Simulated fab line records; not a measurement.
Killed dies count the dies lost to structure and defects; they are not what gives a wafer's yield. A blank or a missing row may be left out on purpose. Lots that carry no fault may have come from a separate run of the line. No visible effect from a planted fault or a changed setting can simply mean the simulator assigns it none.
Matching of chambers + flow n5-finfet + N5_BEOL_M1_ILD_DEP_00 on pecvd-01: 3 sister chambers
The step deposits SiOC from DEMS/O2, target thk 79 nm, time 15.3 s. 16 wafers are shown with their chamber, then 8 later ones without.

== WAFERS PAIRED WITH THEIR CHAMBERS ==
| wafer  | chamber | throttle-valve-pct (%) | heater-power-w (W) | showerhead-plenum-p-Torr (Torr) |
|--------|---------|------------------------|--------------------|---------------------------------|
| L075.3 | 1       | 12.3                   | 477                | 5.717                           |
| L075.4 | 0       | 12.0                   | 643                | 5.695                           |
| L075.5 | 1       | 12.4                   | 490                | 5.708                           |
| L076.2 | 2       | 10.9                   | 435                | 5.672                           |
| L076.5 | 2       | 11.3                   | 433                | 5.672                           |
| L076.6 | 1       | 12.3                   | 459                | 5.699                           |
| L079.2 | 0       | 11.8                   | 619                | 5.690                           |
| L079.3 | 2       | 11.2                   | 423                | 5.678                           |
| L079.6 | 2       | 11.0                   | 442                | 5.686                           |
| L084.1 | 0       | 12.1                   | 553                | 5.693                           |
| L084.5 | 2       | 11.4                   | 460                | 5.675                           |
| L084.6 | 1       | 12.5                   | 452                | 5.706                           |
| L088.3 | 2       | 11.0                   | 446                | 5.669                           |
| L088.4 | 0       | 12.2                   | 578                | 5.698                           |
| L088.6 | 1       | 12.3                   | 542                | 5.721                           |
| L089.2 | 0       | 11.9                   | 604                | 5.679                           |

SIGNATURES (averages over the wafers above)
| reading                  | chamber 0 | chamber 1 | chamber 2 | scatter within a chamber |
|--------------------------|-----------|-----------|-----------|--------------------------|
| throttle-valve-pct       | 12.000    | 12.360    | 11.133    | 0.158                    |
| heater-power-w           | 599.40    | 484.00    | 439.83    | 28.8                     |
| showerhead-plenum-p-Torr | 5.69100   | 5.71020   | 5.67533   | 0.00738                  |
Rule: for each reading, subtract the chamber's mean from the wafer's reading, divide by that reading's scatter and square the result; add these up over the readings and take the root, which gives the wafer's distance from the chamber. If the next closest chamber is less than 2 further off than the closest, the wafer can't be placed; otherwise it belongs to the closest. How the scatter is found: for the shown wafers, subtract from each reading the mean of its chamber, square and add these, divide the total by (wafers less chambers), then take the root.

== WAFERS WHOSE CHAMBER IS MISSING ==
| wafer  | throttle-valve-pct (%) | heater-power-w (W) | showerhead-plenum-p-Torr (Torr) |
|--------|------------------------|--------------------|---------------------------------|
| L089.5 | 12.4                   | 555                | 5.718                           |
| L089.6 | 12.0                   | 602                | 5.695                           |
| L091.2 | 12.4                   | 488                | 5.701                           |
| L091.5 | 12.4                   | 506                | 5.713                           |
| L091.6 | 11.9                   | 637                | 5.700                           |
| L095.4 | 12.2                   | 547                | 5.692                           |
| L095.5 | 12.0                   | 647                | 5.681                           |
| L095.6 | 11.2                   | 489                | 5.690                           |

== THE CHAMBER EACH PASSED THROUGH ==
| wafer  | from the rows above     | in truth |
|--------|-------------------------|----------|
| L089.5 | 1                       | 1        |
| L089.6 | 0                       | 0        |
| L091.2 | 1                       | 1        |
| L091.5 | 1                       | 1        |
| L091.6 | 0                       | 0        |
| L095.4 | can't be placed: 0 or 1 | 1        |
| L095.5 | 0                       | 0        |
| L095.6 | 2                       | 2        |
Placed correctly: 7 of 8. From these rows, 1 cannot be placed; in 1 the true chamber is one of the candidates. 0 placed wrongly.
